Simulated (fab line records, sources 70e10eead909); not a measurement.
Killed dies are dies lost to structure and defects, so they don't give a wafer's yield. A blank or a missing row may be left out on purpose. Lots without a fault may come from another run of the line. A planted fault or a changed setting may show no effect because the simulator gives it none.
A struck lot beside a sound one | flow nand_harc | 14 steps out of a route of 1302
Sound: wafers L285.1, L285.2, L285.6. Struck: wafers L289.3, L289.5, L289.6. The cause comes at the end.
At each step with rows: each side's tool, then ch and its chambers, then its first start. Under that, the readings that differ: sound wafers | struck wafers | difference of the means | sigmas: that difference in standard deviations of wafers without a fault.
alike: readings whose means differ by less than 2 such deviations, and words and numbers that are the same on both sides. not compared: withheld readings, readings that some wafer has no value for, bounds like >300 that may hide the same value, and numbers for which the record gives no deviation and whose values overlap.
The two part at a step that has a row with sigmas, a row that says differs or no value, or rows on one side only. Numbers that don't overlap but have no deviation are shown without sigmas and don't part them. A reading that every wafer of one side lacks parts them only if that side has two wafers or more.

first, 2 steps without rows for these wafers: NHARC_A_CONTACT_ETCH_49 (etches the open film in N2/H2, target depth 260 nm, time 475.3 s); NHARC_A_CONTACT_ETCH_50 (etches the open film in CF4/CHF3, target depth 121 nm, time 60.5 s).
NHARC_A_CONTACT_ETCH_51: etches the open film in O2/COS, target depth 7000 nm, time 1820 s.
  sound on rie_diel-01 ch 0,1; struck on rie_diel-07 ch 0,3
  reading                         | sound          | struck         | difference | sigmas
  showerhead_plenum_p_Torr (Torr) | 3.30 3.25 3.25 | 2.89 2.89 3.22 | -0.27      | -2
  alike: bias_w, chamber_pressure_mTorr, drypump_motor_current_A, oes_product_au, rf_fwd_power_W, rf_vpp_V, throttle_valve_pct
  not compared: rf_hours_counter_h
then, 1 step without rows for these wafers: NHARC_A_CONTACT_ETCH_111 (etches the open film in C4F8/O2/Ar, time 140 s, target depth 700 nm).
NHARC_A_CONTACT_ETCH_112: etches the open film in C4F8/O2/Ar, time 190 s, target depth 1850 nm.
  sound on har_cap_etch-03 ch 0,1, day 25 15:58; struck on har_cap_etch-01 ch 0,1, day 27 03:43
  alike: chamber_pressure_mTorr, oes_air_line_au
  not compared: rf_hours_counter_h
NHARC_A_CONTACT_ETCH_113: etches the open film in C4F8/O2/Ar, time 190 s, target depth 1850 nm.
  sound on har_cap_etch-03 ch 0,1, day 25 16:09; struck on har_cap_etch-01 ch 0,1, day 27 03:54
  alike: chamber_pressure_mTorr, oes_air_line_au
  not compared: rf_hours_counter_h
NHARC_A_CONTACT_ETCH_114: etches the open film in C4F8/O2/Ar, time 190 s, target depth 1850 nm.
  sound on har_cap_etch-03 ch 0,1, day 25 16:19; struck on har_cap_etch-01 ch 0,1, day 27 04:04
  alike: chamber_pressure_mTorr, oes_air_line_au
  not compared: rf_hours_counter_h
NHARC_A_CONTACT_ETCH_115: etches the open film in C4F8/O2/Ar, time 190 s, target depth 1850 nm.
  sound on har_cap_etch-03 ch 0,1, day 25 16:29; struck on har_cap_etch-01 ch 0,1, day 27 04:14
  alike: chamber_pressure_mTorr, oes_air_line_au
  not compared: rf_hours_counter_h
then, 4 steps without rows for these wafers: NHARC_A_CONTACT_ETCH_116 (etches the open film in C4F8/O2/Ar, time 190 s, target depth 1850 nm); NHARC_A_CONTACT_ETCH_117 (etches the open film in C4F8/O2/Ar, time 190 s, target depth 1850 nm); NHARC_A_CONTACT_ETCH_118 (etches the open film in C4F8/O2/Ar, time 190 s, target depth 1850 nm); NHARC_A_CONTACT_ETCH_119 (etches the open film in C4F8/O2/Ar, time 190 s, target depth 1850 nm).
NHARC_A_CONTACT_ETCH_120: etches the open film in C4F8/O2/Ar, time 190 s, target depth 1850 nm.
  sound on har_cap_etch-03 ch 0,1, day 25 17:20; struck on har_cap_etch-01 ch 0,1, day 27 05:05
  no value came back on the struck wafers for chamber_pressure_mTorr (mTorr), oes_air_line_au (a.u.); on the sound wafers chamber_pressure_mTorr (mTorr) reads 19.981 19.949 19.969
  not compared: rf_hours_counter_h
then, 1 step without rows for these wafers: NHARC_A_CONTACT_ETCH_121 (etches the open film in C4F8/O2/Ar, time 190 s, target depth 1850 nm).

WHERE THEY PART
First at NHARC_A_CONTACT_ETCH_51; last, within this record, at NHARC_A_CONTACT_ETCH_120.

WHY: what the simulator had put in
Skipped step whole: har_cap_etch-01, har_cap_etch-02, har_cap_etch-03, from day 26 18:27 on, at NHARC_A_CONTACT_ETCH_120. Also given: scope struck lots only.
